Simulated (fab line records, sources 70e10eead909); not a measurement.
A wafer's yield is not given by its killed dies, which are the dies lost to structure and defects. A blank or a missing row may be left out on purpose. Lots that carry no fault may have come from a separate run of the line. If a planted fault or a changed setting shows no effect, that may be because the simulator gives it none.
Chamber matching / flow nand harc / NHARC_THIN_TSV_DEP_47 on pecvd-02: 3 sister chambers
The step deposits SiO2, target thk 200 nm. 3 wafers are shown with their chamber, then 8 later ones without.

EACH WAFER AND ITS CHAMBER
wafer=L381.2; chamber=2; throttle valve pct (%)=15.5
wafer=L384.5; chamber=1; throttle valve pct (%)=16.3
wafer=L387.1; chamber=0; throttle valve pct (%)=16.4

WAFERS WITHOUT THEIR CHAMBER
wafer=L387.5; throttle valve pct (%)=16.1
wafer=L387.6; throttle valve pct (%)=15.3
wafer=L386.2; throttle valve pct (%)=16.5
wafer=L386.3; throttle valve pct (%)=16.1
wafer=L386.5; throttle valve pct (%)=16.2
wafer=L392.4; throttle valve pct (%)=15.4
wafer=L392.5; throttle valve pct (%)=15.6
wafer=L392.6; throttle valve pct (%)=15.5

THE CHAMBER EACH PASSED THROUGH
wafer=L387.5; from the rows above=can't be placed: 1 or 0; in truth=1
wafer=L387.6; from the rows above=2; in truth=2
wafer=L386.2; from the rows above=can't be placed: 0 or 1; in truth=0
wafer=L386.3; from the rows above=can't be placed: 1 or 0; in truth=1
wafer=L386.5; from the rows above=can't be placed: 1 or 0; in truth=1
wafer=L392.4; from the rows above=2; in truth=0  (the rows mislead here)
wafer=L392.5; from the rows above=2; in truth=2
wafer=L392.6; from the rows above=2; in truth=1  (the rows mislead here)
Placed correctly: 2 of 8. Unplaceable from these rows: 4, with the true chamber sitting among the candidates in 4. 2 placed wrongly.
How it was worked out, from the rows above alone: a wafer's distance from a chamber is the root of the sum, over the readings, of the square of ((its reading less the chamber's mean) divided by the reading's scatter). The wafer belongs to the nearest chamber; if the next one is less than 2 further off, it can't be placed. For every chamber, the mean is computed from those of its wafers that are shown. The scatter: root of mean squared gap, hidden wafer to nearest shown wafer, with one shown wafer a chamber.
